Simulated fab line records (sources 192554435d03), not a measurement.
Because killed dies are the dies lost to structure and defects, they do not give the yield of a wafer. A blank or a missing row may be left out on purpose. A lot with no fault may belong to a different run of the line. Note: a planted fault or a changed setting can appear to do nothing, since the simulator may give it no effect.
One fault through the eyes of 2 desks + flow n5_finfet + what lay behind the numbers comes last; until then each desk has only its own

AT THE TOOL OWNER'S DESK: pecvd-02
The tool's own readings at N5_BEOL_M6_ILD_DEP_00 (deposits SiCOH lowk from DEMS/porogen, target thk 179.75 nm, time 33.4 s): means of the sampled wafers that have a number, for each lot that ran on this tool. A lot is out of limits, marked OUT, if its mean lies more than 4 standard deviations from the usual mean; the brackets give that distance.
Columns: A = heater_power_w at N5_BEOL_M6_ILD_DEP_00, usual 320 W; B = showerhead_plenum_p_Torr at N5_BEOL_M6_ILD_DEP_00, usual 5.737 Torr; C = susceptor_temp_C at N5_BEOL_M6_ILD_DEP_00, usual 299.98 C; D = throttle_valve_pct at N5_BEOL_M6_ILD_DEP_00, usual 14.0 %
| lot  | first seen here | A   | B     | C      | D    |
|------|-----------------|-----|-------|--------|------|
| L282 | day 9 17:25     | 242 | 5.729 | 300.18 | 13.7 |
| L286 | day 11 14:50    | 298 | 5.736 | 299.82 | 13.4 |
| L294 | day 13 14:40    | 289 | 5.739 | 300.05 | 13.8 |
| L295 | day 13 16:41    | 286 | 5.743 | 300.07 | 13.6 |
This desk's verdict: no lot among the 4 shows anything out of limits.

THE METROLOGY DESK
What the gauges read, lot by lot, whatever tool the lot ran on: means of the sampled wafers that have a number. A lot is out of limits, marked OUT, if its mean lies more than 4 standard deviations from the usual mean; the brackets give that distance. 7 of its 11 readings are shown: the first one out of limits and those lying furthest out on some lot.
Columns: A = IOFF_N at N5_BEOL_M4_RC_MEAS_101, usual 0.17 nA/um; B = IOFF_P at N5_BEOL_M4_RC_MEAS_101, usual 0.22 nA/um; C = ION_N at N5_BEOL_M4_RC_MEAS_101, usual 675 uA/um; D = ION_P at N5_BEOL_M4_RC_MEAS_101, usual 463 uA/um; E = SS_P at N5_BEOL_M4_RC_MEAS_101, usual 73.4 mV/dec; F = VT_P at N5_BEOL_M4_RC_MEAS_101, usual -250 mV; G = M6_ILD_THK at N5_BEOL_M6_THK_MEAS_01, usual 155.3 nm
| lot  | first seen here | A    | B    | C   | D   | E    | F    | G               |
|------|-----------------|------|------|-----|-----|------|------|-----------------|
| L280 | day 8 08:25     | 0.15 | 0.19 | 664 | 454 | 73.3 | -255 | 156.6           |
| L282 | day 9 03:04     | 0.18 | 0.25 | 678 | 466 | 73.4 | -247 | 156.8           |
| L285 | day 9 11:34     | 0.21 | 0.27 | 691 | 475 | 74.4 | -247 | 156.9           |
| L286 | day 10 21:26    | 0.15 | 0.19 | 659 | 455 | 73.6 | -252 | 157.8           |
| L294 | day 12 23:21    | 0.23 | 0.28 | 677 | 470 | 74.1 | -245 | 122.6 (-17) OUT |
| L295 | day 13 03:48    | 0.16 | 0.22 | 667 | 462 | 73.0 | -248 | 125.7 (-16) OUT |
| L297 | day 13 04:44    | 0.13 | 0.17 | 672 | 457 | 73.2 | -255 | 155.1           |
| L300 | day 14 18:22    | 0.13 | 0.16 | 678 | 460 | 73.2 | -253 | 155.2           |
| L302 | day 15 01:47    | 0.21 | 0.25 | 688 | 469 | 73.9 | -248 | 152.9           |
Per this desk, out of limits: L294, L295; the first was L294, day 13 15:15 (M6_ILD_THK at N5_BEOL_M6_THK_MEAS_01). In limits: L280, L282, L285, L286, L297, L300, L302.

ALL TOGETHER
At day 13 15:15 the metrology desk could have sounded an alarm, on L294, L295.
Nothing out of limits was seen by the tool owner's desk.
Tool owner's desk: L294, L295 on record, inside its limits.
Of the lots named, all ran N5_BEOL_M6_ILD_DEP_00 on pecvd-02.

WHAT THE SIMULATOR PUT IN
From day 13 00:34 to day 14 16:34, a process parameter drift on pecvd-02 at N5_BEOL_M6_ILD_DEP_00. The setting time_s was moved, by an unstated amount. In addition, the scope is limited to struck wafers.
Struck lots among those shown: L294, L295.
Time in hours between the start of the fault and the first out-of-limits reading at each desk: metrology desk, 15.
